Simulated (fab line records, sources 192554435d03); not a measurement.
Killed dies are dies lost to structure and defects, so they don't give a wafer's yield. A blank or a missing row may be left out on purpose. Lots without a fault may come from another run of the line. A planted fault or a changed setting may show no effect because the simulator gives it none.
A struck lot beside a sound one | flow n5_finfet | 15 steps out of a route of 1938
Sound: wafers L640.1, L640.2, L640.5. Struck: wafers L645.1, L645.2, L645.4. The cause comes at the end.
At each step with rows: each side's tool, then ch and its chambers, then its first start. Under that, the readings that differ: sound wafers | struck wafers | difference of the means | sigmas: that difference in standard deviations of wafers without a fault.
alike: readings whose means differ by less than 2 such deviations, and words and numbers that are the same on both sides. not compared: withheld readings, readings that some wafer has no value for, bounds like >300 that may hide the same value, and numbers for which the record gives no deviation and whose values overlap.
The two part at a step that has a row with sigmas, a row that says differs or no value, or rows on one side only. Numbers that don't overlap but have no deviation are shown without sigmas and don't part them. A reading that every wafer of one side lacks parts them only if that side has two wafers or more.

N5_GATE_CUT_VAPOR_ETCH_49: etches TiAlC in BCl3/Cl2.
  sound on rie_metal-01 ch 0,1, day 5 17:57; struck on rie_metal-01 ch 0,1, day 6 23:15
  alike: drypump_motor_current_A, oes_product_au
N5_GATE_CUT_VAPOR_ETCH_51: etches HfO2 in BCl3/Cl2.
  sound on rie_metal-01 ch 0,1, day 5 17:59; struck on rie_metal-01 ch 0,1, day 6 23:17
  alike: drypump_motor_current_A, oes_product_au
N5_GATE_CUT_STRIP_21: strips in N2/H2, time 30 s.
  sound on plasma_asher-01 ch 0,1, day 5 18:02; struck on plasma_asher-02 ch 0,1, day 6 23:20
  alike: drypump_motor_current_A, heater_power_w
  not compared: rf_hours_counter_h
then, 3 steps without rows for these wafers: N5_GATE_CUT_STRIP_29 (strips in post etch residue remover, time 60 s); N5_GATE_CUT_SRD_52 (time 30 s); N5_GATE_CUT_ALD_22 (deposits SiNx, target thk 16 nm, pulse time 1 s, ald cycles 320).
N5_GATE_CUT_CMP_23: polishes, stops on SiO2, t overpolish 23.4 s, target thk 16 nm.
  sound on cmp-04 ch 0,1, day 5 19:41; struck on cmp-04 ch 1,2,3, day 7 01:01
  alike: edge_zone_pressure_frac, motor_current_A, overpolish_run_s, time_to_endpoint_s
N5_GATE_CUT_THK_MEAS_24:
  sound on film_metro-01, day 5 19:59; struck on film_metro-01, day 7 01:16
  alike: GC_FILL_THK
N5_GATE_CUT_CMP_43: polishes SiO2.
  sound on cmp-02 ch 1,3, day 5 20:05; struck on cmp-02 ch 1,2,3, day 7 01:17
  alike: edge_zone_pressure_frac, motor_current_A
then, 1 step without rows for these wafers: N5_GATE_CUT_CMP_61 (polishes, stops on SiNx, t overpolish 3 s).
N5_GATE_CUT_INSPECT_26: inspects for defects (darkfield).
  sound on defect_inspect-01, day 5 20:43; struck on defect_inspect-01, day 7 02:00
  alike: raw_defect_count
N5_MOL_CONTACT_COAG_COAT_103: time 60 s, resist thk 80 nm.
  sound on litho_track-05 ch 0, day 5 20:45; struck on litho_track-03 ch 0, day 7 02:02
  reading                  | sound                | struck               | difference | sigmas
  heater_power_total_W (W) | 499.9 501.8 498.1    | 469.8 472.5 469.9    | -29.2      | -15
  plate_temp_C (C)         | 250.05 250.01 250.19 | 238.31 238.05 238.14 | -11.92     | -70
  resist_line_temp_C (C)   | 22.86 22.89 22.84    | 23.18 23.01 23.08    | +0.23      | +2
  not compared: model.SOC_of_MOL_CONTACT_COAG_COAT_103.thk_nm
then, 1 step without rows for these wafers: N5_MOL_CONTACT_COAG_COAT_104 (time 60 s, resist thk 12 nm).
-- the record jumps here: 3 days lie between the struck wafers' starts before and after (it left off in module MOL_CONTACT_COAG and takes up again in module BEOL_M4, whose first step shown is number 1111 of the route) --
N5_BEOL_M4_RC_MEAS_101:
  sound on prober-01 ch 0, day 9 19:33; struck on prober-01 ch 0, day 10 08:58
  alike: DIBL_N, DIBL_P, IOFF_N, IOFF_P, ION_N, ION_P, SS_N, SS_P, VT_N, VT_P
then, 1 step without rows for these wafers: N5_PASSIVATION_PROBE_49.

WHERE THEY PART
Only at N5_MOL_CONTACT_COAG_COAT_103, within this record. Later steps at which nothing parts them and some readings are alike: N5_BEOL_M4_RC_MEAS_101.

WHY: what the simulator had put in
Process parameter drift: litho_track-03, from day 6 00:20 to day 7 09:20, at N5_MOL_CONTACT_COAG_COAT_103. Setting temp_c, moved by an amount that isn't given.
